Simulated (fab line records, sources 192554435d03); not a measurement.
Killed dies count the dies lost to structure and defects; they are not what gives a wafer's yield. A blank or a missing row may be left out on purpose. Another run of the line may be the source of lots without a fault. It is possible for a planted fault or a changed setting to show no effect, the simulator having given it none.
Matching of chambers | flow n5 finfet | 4 sister chambers for N5_BEOL_M10_VIA_ETCH_34 on rie diel-03
The step etches SiCOH lowk in C4F6/O2, target depth 184.5 nm, time 69.2 s. 4 wafers are shown with their chamber, then 10 later ones without.

## WAFERS, EACH WITH ITS CHAMBER
wafer  | chamber | throttle valve pct (%)
L088.5 | 0       | 20.6
L088.6 | 1       | 21.5
L094.2 | 3       | 20.5
L094.3 | 2       | 20.8

## WAFERS WITH NO CHAMBER GIVEN
wafer  | throttle valve pct (%)
L094.6 | 20.8
L092.1 | 20.6
L092.3 | 20.5
L092.6 | 21.5
L096.1 | 20.5
L096.2 | 21.6
L096.4 | 21.6
L097.3 | 20.7
L097.5 | 20.5
L097.6 | 20.6

## THE CHAMBER EACH PASSED THROUGH
wafer  | from the rows above          | in truth
L094.6 | 2                            | 2
L092.1 | can't be placed: 0 or 3      | 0
L092.3 | can't be placed: 3 or 0      | 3
L092.6 | 1                            | 1
L096.1 | can't be placed: 3 or 0      | 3
L096.2 | 1                            | 1
L096.4 | 1                            | 1
L097.3 | can't be placed: 0 or 2 or 3 | 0
L097.5 | can't be placed: 3 or 0      | 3
L097.6 | can't be placed: 0 or 3      | 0
Correct placement for 4 of the 10. From these rows, 6 cannot be placed; in 6 the true chamber is one of the candidates. Wrongly placed: 0.
How it was worked out, from the rows above alone: a wafer's distance from a chamber is the root of the sum, over the readings, of the square of ((its reading less the chamber's mean) divided by the reading's scatter). If the next closest chamber is less than 2 further off than the closest, the wafer can't be placed; otherwise it belongs to the closest. A chamber's mean is the mean of its shown wafers. The scatter: root of mean squared gap, hidden wafer to nearest shown wafer, with one shown wafer a chamber.
